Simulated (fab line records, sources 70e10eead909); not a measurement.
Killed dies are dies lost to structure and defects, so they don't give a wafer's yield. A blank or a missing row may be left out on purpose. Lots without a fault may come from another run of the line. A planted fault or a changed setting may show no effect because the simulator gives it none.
fab line records | flow nand_harc
record lots=14 wafers=42 last_day=34
route steps=1302 shown A_DECK1_JOINT@544 A_ONON_D2@547 END@1302
lots that met no fault: from a run of the same line without faults
start_h: hours from the record's first day to the start of the lot's first wafer shown | wait_h: hours since the lot's step before | " the same as in the row above | L1.1+2: a row that stands for several wafers | - no value, or no start given | * or withheld: withheld | < > ~ a bound
route shown NAME@n: a module of which the file shows steps, and the number in the route of the first | usual: mean/standard deviation of fault-free wafers | same: alike in all rows | chamber/n: place in a boat | sites: the reading at each site | _std_site: their standard deviation | _edge_site: outer sites' mean less inner sites' | radius_mm: how far each site lies from the wafer's centre | mask NAME#n: copy n | behind: the tool/chamber that last shaped the wafer | hold: why the lot was held/for how many hours/how that ended | device: the transistor (n, p or np) that didn't switch | end of line: the same wafers' tests at the end of the route | a step without rows: its recipe alone | killed: dies lost to structure and defects at the first sort, not the wafer's yield | map: a wafer's dies, x killed, . not, _ none there
set.NAME: the setting as run; set.NAME@STEP: as run at that earlier step | model.NAME: the simulator's own value behind a step, which no gauge read
steps of the route over a sample of lots; a table a step, a row a wafer
services: from which hour (start_h, from the record's first day; less than 0 if before it) a tool's chamber was out of use, for how many hours, and why
## steps
# step NHARC_A_DECK1_JOINT_INSPECT_05
# usual raw_defect_count=365/150
# columns lot.wafer tool chamber start_h wait_h raw_defect_count
L742.1 defect_inspect-01 - 282.91 0.0 336
L742.4 " - " " 317
L742.6 " - " " 461
L743.3 defect_inspect-02 - 282.92 0.0 542
L743.5 " - " " 672
L743.6 " - " " 513
L744.3 defect_inspect-01 - 297.82 0.0 275
L744.5 " - " " 168
L744.6 " - " " 249
L746.4 defect_inspect-02 - 314.97 0.0 299
L746.5 " - " " 408
L746.6 " - " " 320
L745.2 defect_inspect-02 - 319.02 0.0 633
L745.3 " - " " 242
L745.5 " - " " 349
L747.1 defect_inspect-02 - 337.67 0.0 454
L747.2 " - " " 437
L747.4 " - " " 481
L749.1 defect_inspect-01 - 345.98 0.0 758
L749.2 " - " " 342
L749.3 " - " " 371
L750.1 defect_inspect-01 - 360.54 0.0 153
L750.3 " - " " 267
L750.5 " - " " 300
L753.3 defect_inspect-02 - 378.07 0.0 268
L753.4 " - " " 319
L753.5 " - " " 298
L759.1 defect_inspect-02 - 447.76 0.0 511
L759.2 " - " " 361
L759.3 " - " " 413
L760.1 defect_inspect-01 - 447.76 0.0 558
L760.2 " - " " 526
L760.5 " - " " 480
L763.1 defect_inspect-01 - 484.95 0.0 225
L763.2 " - " " 217
L763.3 " - " " 150
L764.1 defect_inspect-02 - 491.71 0.0 487
L764.3 " - " " 401
L764.4 " - " " 370
L765.2 defect_inspect-01 - 506.37 0.0 242
L765.5 " - " " 228
L765.6 " - " " 312
# step NHARC_A_ONON_D2_DEP_03
# recipe target_thk_a=10000 n2_flow_sccm=2750 n2o_flow_sccm=2000 nh3_flow_sccm=500 sih4_flow_sccm=210 temp_c=400
# usual sih4_flow_sccm=210.0/0.7
# columns lot.wafer tool chamber start_h wait_h sih4_flow_sccm
L742.1 pecvd_onon-02 0 283.54 0.1 209.2
L742.4 " 0 " " 209.3
L742.6 " 0 " " 210.8
L743.3 pecvd_onon-01 0 283.66 0.2 210.6
L743.5 " 0 " " 209.9
L743.6 " 0 " " 208.9
L744.3 pecvd_onon-02 0 298.56 0.2 210.3
L744.5 " 0 " " 211.1
L744.6 " 0 " " 210.5
L746.4 pecvd_onon-02 0 315.78 0.2 209.8
L746.5 " 0 " " 210.4
L746.6 " 0 " " 210.1
L745.2 pecvd_onon-01 0 319.70 0.1 210.0
L745.3 " 0 " " 210.2
L745.5 " 0 " " 210.2
L747.1 pecvd_onon-04 0 338.30 0.1 209.9
L747.2 " 0 " " 210.1
L747.4 " 0 " " 209.5
L749.1 pecvd_onon-01 0 346.61 0.1 209.7
L749.2 " 0 " " 209.0
L749.3 " 0 " " 210.7
L750.1 pecvd_onon-01 0 361.18 0.1 211.2
L750.3 " 0 " " 209.7
L750.5 " 0 " " 210.6
L753.3 pecvd_onon-01 0 379.24 0.3 210.6
L753.4 " 0 " " 211.5
L753.5 " 0 " " 210.7
L759.1 pecvd_onon-01 0 448.40 0.1 210.7
L759.2 " 0 " " 210.2
L759.3 " 0 " " 209.9
L760.1 pecvd_onon-02 0 448.41 0.1 210.1
L760.2 " 0 " " 209.1
L760.5 " 0 " " 209.7
L763.1 pecvd_onon-04 0 485.58 0.1 209.3
L763.2 " 0 " " 208.5
L763.3 " 0 " " 209.8
L764.1 pecvd_onon-01 0 492.34 0.1 209.4
L764.3 " 0 " " 209.2
L764.4 " 0 " " 209.9
L765.2 pecvd_onon-01 0 507.06 0.1 210.5
L765.5 " 0 " " 210.0
L765.6 " 0 " " 210.2
# step NHARC_A_ONON_D2_THK_MEAS_05
# recipe thk_meas_gauge=ellipsometry
# usual thk_nm=1001/8.8
# columns lot.wafer tool chamber start_h wait_h thk_nm
L743.3 film_metro-01 - 284.06 - 989
L743.5 " - " " 986
L743.6 " - " " 987
L742.1 film_metro-02 - 284.06 - 998
L742.4 " - " " 998
L742.6 " - " " 999
L744.3 film_metro-01 - 298.95 - 1013
L744.5 " - " " 1013
L744.6 " - " " 1014
L746.4 film_metro-01 - 316.11 - 1006
L746.5 " - " " 1004
L746.6 " - " " 1004
L745.2 film_metro-01 - 320.16 - 996
L745.3 " - " " 995
L745.5 " - " " 997
L747.1 film_metro-02 - 338.81 - 999
L747.2 " - " " 1001
L747.4 " - " " 999
L749.1 film_metro-02 - 347.12 - 1011
L749.2 " - " " 1012
L749.3 " - " " 1011
L750.1 film_metro-02 - 361.69 - 993
L750.3 " - " " 901
L750.5 " - " " 903
L753.3 film_metro-01 - 379.63 - 918
L753.4 " - " " 918
L753.5 " - " " 918
L759.1 film_metro-02 - 448.91 - 996
L759.2 " - " " 995
L759.3 " - " " 994
L760.1 film_metro-01 - 448.92 - 1010
L760.2 " - " " 1013
L760.5 " - " " 1012
L763.1 film_metro-01 - 486.09 - 1005
L763.2 " - " " 1005
L763.3 " - " " 1005
L764.1 film_metro-01 - 492.85 - 1005
L764.3 " - " " 1003
L764.4 " - " " 1003
L765.2 film_metro-02 - 507.51 - 997
L765.5 " - " " 997
L765.6 " - " " 998
# step NHARC_END_SORT_01
# recipe temp_c=25
# usual killed_at_array=55/19 killed_at_other=0.9/1.4 killed_at_periphery=3.8/2.9 killed_dies=60/19 killed_open=3.3/1.8 killed_short=2.6/1.6
# same gross_dies=677
# columns lot.wafer tool chamber start_h wait_h killed_at_array killed_at_other killed_at_periphery killed_dies killed_open killed_short
L750.1 prober-01 0 653.44 2.5 25 2 1 28 2 3
L750.3 prober-01 0 655.04 3.1 663 3 11 677 3 2
L750.5 prober-01 0 656.64 3.7 672 1 4 677 4 1
L753.3 prober-02 0 688.99 3.1 669 3 5 677 7 1
L753.4 prober-02 0 689.78 3.4 671 1 5 677 4 1
L753.5 prober-02 0 690.57 3.6 672 1 4 677 3 1
# killed by level:class
L750.1 A_CHANNEL_HOLE_D2:chamber_film_flake=10 A_STAIRCASE:chamber_film_flake=3 A_CHANNEL_HOLE_D1:chamber_film_flake=2 A_WL_FILL:chamber_film_flake=2 A_CONTACT:chamber_film_flake=2 THIN_TSV:chamber_film_flake=2 A_M1:chamber_film_flake=2 P_M0:geometric_particle:open=1
L750.3 A_ONON_D2:area_dep=633 A_CHANNEL_HOLE_D2:chamber_film_flake=11 P_GATE:chamber_film_flake=5 A_STAIRCASE:chamber_film_flake=4 A_SLIT:chamber_film_flake=3 A_WL_FILL:chamber_film_flake=3 THIN_TSV:chamber_film_flake=3 P_ZERO_WELL:chamber_film_flake=2
L750.5 A_ONON_D2:area_dep=632 A_CHANNEL_HOLE_D2:chamber_film_flake=14 A_CHANNEL_HOLE_D1:chamber_film_flake=6 A_SLIT:chamber_film_flake=5 P_M2:chamber_film_flake=3 A_WL_FILL:chamber_film_flake=3 A_STAIRCASE:chamber_film_flake=2 A_CONTACT:chamber_film_flake=2
L753.3 A_ONON_D2:area_dep=599 A_CHANNEL_HOLE_D1:chamber_film_flake=37 A_SLIT:chamber_film_flake=21 THIN_TSV:chamber_film_flake=3 A_DECK1_JOINT:geometric_particle:open=2 A_CONTACT:chamber_film_flake=2 P_GATE:geometric_particle:open=1 P_CONTACT:geometric_particle:open=1
L753.4 A_ONON_D2:area_dep=604 A_SLIT:chamber_film_flake=28 A_CHANNEL_HOLE_D1:chamber_film_flake=22 A_CONTACT:chamber_film_flake=6 A_STAIRCASE:chamber_film_flake=3 P_GATE:chamber_film_flake=2 A_DECK1_JOINT:chamber_film_flake=2 A_WL_FILL:chamber_film_flake=2
L753.5 A_ONON_D2:area_dep=595 A_SLIT:chamber_film_flake=35 A_CHANNEL_HOLE_D1:chamber_film_flake=26 A_CONTACT:chamber_film_flake=3 A_CHANNEL_FILL_D1:chamber_film_flake=2 A_DECK1_JOINT:chamber_film_flake=2 A_STAIRCASE:chamber_film_flake=2 A_WL_FILL:chamber_film_flake=2
## services
# columns tool chamber start_h hours kind
pecvd_onon-01 - 269.40 13.0 pm
pecvd_onon-04 - 312.91 13.0 pm
pecvd_onon-02 - 366.78 13.0 pm
pecvd_onon-01 - 450.40 13.0 pm
pecvd_onon-04 - 493.91 13.0 pm
## key
first_sign step=NHARC_A_ONON_D2_THK_MEAS_05 reading=thk_nm direction=down sigmas=10 usual=1001 struck=912
effect step=NHARC_END_SORT_01 reading=killed_dies direction=up sigmas=33 usual=60 struck=677
more_kills_born_at NHARC_A_ONON_D2_DEP_03@pecvd_onon-01=3063
met_at NHARC_A_ONON_D2_DEP_03
struck_lots L750,L753
struck_wafers L750.3,L750.5,L753.3,L753.4,L753.5
later_rows_left_out L750.3,L750.5,L753.3,L753.4,L753.5
tester_left_out L750,L753
not_acting_at NHARC_A_DECK1_JOINT_INSPECT_05
onset_between 346.61 361.18
fault kind=process_parameter_drift tool=pecvd_onon-01 chamber=- onset_h=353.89 steps=NHARC_A_ONON_D2_DEP_03 channel=target_thk_a offset=* shape=step end_h=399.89 scope=struck_wafers_only acts_in=* stated=*
# tester_left_out: of these lots the tester's yield and bins aren't shown, on N5 and GAA mostly nor the transistor test; their killed dies are dies lost to structure and defects alone, not to doping, threshold or leakage, so they don't give the yield
# later_rows_left_out: the simulator's readings of these wafers behind a module that went badly wrong aren't trusted and aren't shown, but for the sort
